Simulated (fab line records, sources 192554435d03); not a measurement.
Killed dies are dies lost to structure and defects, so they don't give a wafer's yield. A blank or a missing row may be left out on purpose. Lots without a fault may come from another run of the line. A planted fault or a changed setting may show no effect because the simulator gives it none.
Split-lot experiment | flow n5_finfet | 7 lots, 39 wafers read, on a route of 1938 steps

THE SPLIT
At N5_HKMG_FIN_ETCH_58 (etches SOC in N2/H2, target depth 215.8 nm, time 741 s), the setting target_depth_a was moved away from the recipe's 2158 angstrom on 6 of the 39 wafers read, by -3.9% to +7.7%. The other wafers ran this setting at the recipe's value.

The reading is taken at the split's own step.

THE READING
etch.depth_nm (the simulator's own value, which no gauge read), in nm, at N5_HKMG_FIN_ETCH_58 (etches SOC in N2/H2, target depth 215.8 nm, time 741 s). The file gives no usual value for it. The 33 wafers here that ran the recipe average 215.9 nm, standard deviation 3.4 nm.

wafer  | tool, chamber at the split | target_depth_a as run, angstrom | against the recipe | etch.depth_nm, nm | against lot-mates on the recipe
L075.1 | rie_diel-01, 1             | 2158                            | recipe             | 216.8             | -
L075.2 | rie_diel-01, 3             | 2325                            | +7.7%              | 231.2             | +13.8
L075.3 | rie_diel-01, 2             | 2325                            | +7.7%              | 235.8             | +18.4
L075.4 | rie_diel-01, 0             | 2158                            | recipe             | 217.3             | -
L075.5 | rie_diel-01, 0             | 2158                            | recipe             | 218.1             | -
L075.6 | rie_diel-01, 3             | 2325                            | +7.7%              | 229.5             | +12.1
L077.1 | rie_diel-06, 3             | 2074                            | -3.9%              | 205.7             | -8.3
L077.2 | rie_diel-06, 2,3           | 2074                            | -3.9%              | 207.7             | -6.3
L077.6 | rie_diel-06, 2,3           | 2074                            | -3.9%              | 207.7             | -6.3
L077.3 | rie_diel-06, 1             | 2158                            | recipe             | 213.8             | -
L077.4 | rie_diel-06, 1             | 2158                            | recipe             | 213               | -
L077.5 | rie_diel-06, 2             | 2158                            | recipe             | 215.3             | -
L078.1 | rie_diel-01, 0             | 2158                            | recipe             | 215.5             | -
L078.2 | rie_diel-01, 3             | 2158                            | recipe             | 209.8             | -
L078.3 | rie_diel-01, 1             | 2158                            | recipe             | 211.8             | -
L078.4 | rie_diel-01, 2,0           | 2158                            | recipe             | 213.6             | -
L078.6 | rie_diel-01, 2,0           | 2158                            | recipe             | 213.6             | -
L078.5 | rie_diel-01, 3             | 2158                            | recipe             | 208.8             | -
L087.1 | rie_diel-01, 1             | 2158                            | recipe             | 214.1             | -
L087.2 | rie_diel-01, 2             | 2158                            | recipe             | 215.8             | -
L087.3 | rie_diel-01, 0             | 2158                            | recipe             | 215.1             | -
L087.4 | rie_diel-01, 1             | 2158                            | recipe             | 212.4             | -
L087.5 | rie_diel-01, 2             | 2158                            | recipe             | 215.5             | -
L087.6 | rie_diel-01, 0             | 2158                            | recipe             | 216               | -
L093.1 | rie_diel-02, 0             | 2158                            | recipe             | 220               | -
L093.2 | rie_diel-02, 3             | 2158                            | recipe             | 222.2             | -
L093.3 | rie_diel-02, 2             | 2158                            | recipe             | 222.7             | -
L093.4 | rie_diel-02, 1             | 2158                            | recipe             | 218.8             | -
L093.5 | rie_diel-02, 3             | 2158                            | recipe             | 220.6             | -
L093.6 | rie_diel-02, 2             | 2158                            | recipe             | 221.1             | -
L095.1 | rie_diel-01, 1             | 2158                            | recipe             | 213.1             | -
L095.2 | rie_diel-01, 3             | 2158                            | recipe             | 218.4             | -
L095.3 | rie_diel-01, 0             | 2158                            | recipe             | 218.7             | -
L095.4 | rie_diel-01, 2             | 2158                            | recipe             | 214.7             | -
L095.5 | rie_diel-01, 2             | 2158                            | recipe             | 213.9             | -
L095.6 | rie_diel-01, 1             | 2158                            | recipe             | 211.8             | -
L097.1 | rie_diel-06, 3             | 2158                            | recipe             | 216.1             | -
L097.4 | rie_diel-06, 1             | 2158                            | recipe             | 215.3             | -
L097.5 | rie_diel-06, 0             | 2158                            | recipe             | 220.6             | -
Where a row lists several chambers, the file gives one row for several wafers and doesn't say which wafer went through which chamber.

THE FIT
A straight line over all 39 wafers: etch.depth_nm changes by +2.14 nm for each +1% of target_depth_a; r = +0.85; the points scatter about the line by 3.3 nm.
The same after taking each lot's own level away (the mean of its wafers on the recipe; 39 wafers): +1.88 nm for each +1%; r = +0.92; scatter 1.9 nm.
On that fit, the largest move of target_depth_a shifts the reading by 15 nm.
The lots' own levels span 212.18 to 220.90 nm, that is 2.6 times the standard deviation above.
So the lot-to-lot level changes the slope: the two fits differ.
Check: with one of the wafers moved furthest among these (+7.7%) left out of the fit, the line predicts +14.9 nm for it against its lot-mates. It came out at +13.8 nm against them.

OTHER SPLITS ON THESE WAFERS
These wafers also went through other splits before the reading. Each is held against what the fit with the lots' levels taken away leaves over:
other split on the same wafers  | wafers away from the commonest value | r with etch.depth_nm (lot level and that fit taken away)
N5_FIN_CUT_CUT_ETCH_26 source_w | 18                                   | +0.05
N5_DUMMY_GATE_ETCH_37 source_w  | 9                                    | +0.01

THE WHOLE CHAIN: every reading that the file lists as answering this split, in the file's order
step                | what it does                                           | reading                                                                    | change (the file's fit)              | r (the file's)
N5_HKMG_FIN_ETCH_58 | etches SOC in N2/H2, target depth 215.8 nm, time 741 s | HKMG_FIN.feature_depth_nm (the simulator's own value, which no gauge read) | +1.89 nm for each +1% of the setting | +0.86
N5_HKMG_FIN_ETCH_58 | etches SOC in N2/H2, target depth 215.8 nm, time 741 s | etch.depth_nm (the simulator's own value, which no gauge read)             | +1.89 nm for each +1% of the setting | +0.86

THE FILE'S OWN FIT
etch.depth_nm changes by +1.89 nm for each +1% of target_depth_a, r = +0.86.
